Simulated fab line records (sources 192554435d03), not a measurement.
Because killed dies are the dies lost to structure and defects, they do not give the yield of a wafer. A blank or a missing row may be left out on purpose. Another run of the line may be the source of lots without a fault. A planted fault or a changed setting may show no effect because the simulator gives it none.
Split-lot experiment -- flow n5Finfet -- route with 1938 steps; 7 lots, 21 wafers read

## THE SPLIT ITSELF
At N5_SD_EPI_N_ETCH_16 (etches SiO2 in CHF3/O2, target depth 5 nm), the setting targetDepthA was moved away from the recipe's 50 angstrom on 7 of the 21 wafers read, by -7.9% to +11.7%. For the rest of the wafers, this setting stayed at what the recipe calls for.

The split's own step is where the reading is taken.

## THE READING
etch.depthNm (the simulator's own value, which no gauge read), in nm, at N5_SD_EPI_N_ETCH_16 (etches SiO2 in CHF3/O2, target depth 5 nm). No usual value for it is given in the file. The 14 wafers here that ran the recipe average 5.059 nm, standard deviation 0.041 nm.

wafer,"tool, chamber at the split","targetDepthA as run, angstrom",against the recipe,"etch.depthNm, nm",against lot-mates on the recipe
L079.1,"rieDiel-04, 2",52.75,+5.5%,5.344,+0.385
L079.2,"rieDiel-04, 3",52.75,+5.5%,5.353,+0.394
L079.3,"rieDiel-04, 0",50,recipe,4.959,-
L080.3,"rieDiel-01, 1",46.16,-7.7%,4.613,-0.463
L080.4,"rieDiel-01, 2",50,recipe,5.09,-
L080.6,"rieDiel-01, 2",50,recipe,5.063,-
L081.1,"rieDiel-04, 0",51.65,+3.3%,5.161,+0.083
L081.4,"rieDiel-04, 3",50,recipe,5.07,-
L081.6,"rieDiel-04, 2",50,recipe,5.086,-
L082.2,"rieDiel-01, 3",50,recipe,5.088,-
L082.3,"rieDiel-01, 2",55.84,+11.7%,5.698,+0.619
L082.4,"rieDiel-01, 0",50,recipe,5.071,-
L088.3,"rieDiel-01, 0",50,recipe,5.111,-
L088.4,"rieDiel-01, 1",50,recipe,5.014,-
L088.6,"rieDiel-01, 0",50,recipe,5.071,-
L096.1,"rieDiel-04, 2",50,recipe,5.029,-
L096.5,"rieDiel-04, 1",50,recipe,5.116,-
L096.6,"rieDiel-04, 2",50,recipe,5.039,-
L097.4,"rieDiel-01, 3",46.05,-7.9%,4.651,-0.369
L097.5,"rieDiel-01, 2",46.05,-7.9%,4.663,-0.357
L097.6,"rieDiel-01, 1",50,recipe,5.02,-

THE FIT
A straight line over all 21 wafers: etch.depthNm changes by +0.053 nm for each +1% of targetDepthA; r = +0.99; the points scatter about the line by 0.041 nm.
The same after taking each lot's own level away (the mean of its wafers on the recipe; 21 wafers): +0.0538 nm for each +1%; r = +0.98; scatter 0.049 nm.
The reading moves by 0.63 nm for the largest change in targetDepthA, on that fit.
The lots' own levels span 4.9590 to 5.0795 nm, that is 2.9 times the standard deviation above.
Consequently the slope shifts little with the lot-to-lot level, the two slopes agreeing.
Check: for one of the wafers moved furthest among these (+11.7%), held out of the fit, the line's prediction against its lot-mates is +0.646 nm. It came out at +0.619 nm against them.

## OTHER SPLITS ON THESE WAFERS
These wafers also went through other splits before the reading. Each is held against what the fit with the lots' levels taken away leaves over:
other split on the same wafers,wafers away from the commonest value,r with etch.depthNm (lot level and that fit taken away)
N5_WELL_APT_EXPOSE_05 doseMj,4,+0.38
N5_WELL_APT_COAT_19 spinRpm,6,+0.32
N5_FIN_SAQP_HM_DEP_03 timeS,6,+0.49
N5_FIN_SAQP_EXPOSE_13 doseMj,10,+0.29
N5_FIN_SAQP_SPACER2_ALD_28 tempC,6,+0.24
N5_FIN_SAQP_ETCH_64 biasW,11,-0.07
N5_DUMMY_GATE_COAT_35 spinRpm,8,+0.25

## FILE'S OWN FIT
etch.depthNm changes by +0.0538 nm for each +1% of targetDepthA, r = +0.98.
